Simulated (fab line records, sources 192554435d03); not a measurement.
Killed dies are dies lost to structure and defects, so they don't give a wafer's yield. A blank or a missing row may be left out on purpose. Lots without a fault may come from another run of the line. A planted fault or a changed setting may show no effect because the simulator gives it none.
Chamber matching | flow n5_finfet | N5_MOL_CONTACT_COAG_STRIP_72 on rie_diel-01: 4 sister chambers
The step strips in N2/H2. 8 wafers are shown with their chamber, then 10 later ones without.

WAFERS WITH THEIR CHAMBER
wafer  | chamber | showerhead_plenum_p_Torr (Torr) | throttle_valve_pct (%)
L087.1 | 1       | 2.40                            | 23.2
L087.3 | 3       | 2.51                            | 24.1
L087.5 | 0       | 2.64                            | 23.8
L089.3 | 2       | 2.59                            | 23.7
L089.4 | 3       | 2.50                            | 24.1
L089.6 | 1       | 2.40                            | 23.2
L090.1 | 2       | 2.59                            | 23.6
L090.4 | 0       | 2.64                            | 23.8

WAFERS WITHOUT THEIR CHAMBER
wafer  | showerhead_plenum_p_Torr (Torr) | throttle_valve_pct (%)
L090.6 | 2.64                            | 23.8
L093.1 | 2.50                            | 24.1
L093.4 | 2.39                            | 23.2
L093.5 | 2.58                            | 23.6
L094.2 | 2.39                            | 23.2
L094.5 | 2.39                            | 23.2
L094.6 | 2.58                            | 23.7
L096.4 | 2.39                            | 23.2
L096.5 | 2.50                            | 24.2
L096.6 | 2.63                            | 23.8

WHICH CHAMBER EACH WENT THROUGH
wafer  | from the rows above | in truth
L090.6 | 0                   | 0
L093.1 | 3                   | 3
L093.4 | 1                   | 1
L093.5 | 2                   | 2
L094.2 | 1                   | 1
L094.5 | 1                   | 1
L094.6 | 2                   | 2
L096.4 | 1                   | 1
L096.5 | 3                   | 3
L096.6 | 0                   | 0
Placed correctly: 10 of 10. Can't be placed from these rows: 0. Placed wrongly: 0.
How it was worked out, from the rows above alone: a wafer's distance from a chamber is the root of the sum, over the readings, of the square of ((its reading less the chamber's mean) divided by the reading's scatter). The wafer belongs to the nearest chamber; if the next one is less than 2 further off, it can't be placed. A chamber's mean is the mean of its shown wafers. The scatter: the root of (the sum of the squares of (reading less its chamber's mean) over the shown wafers, divided by (wafers less chambers)).
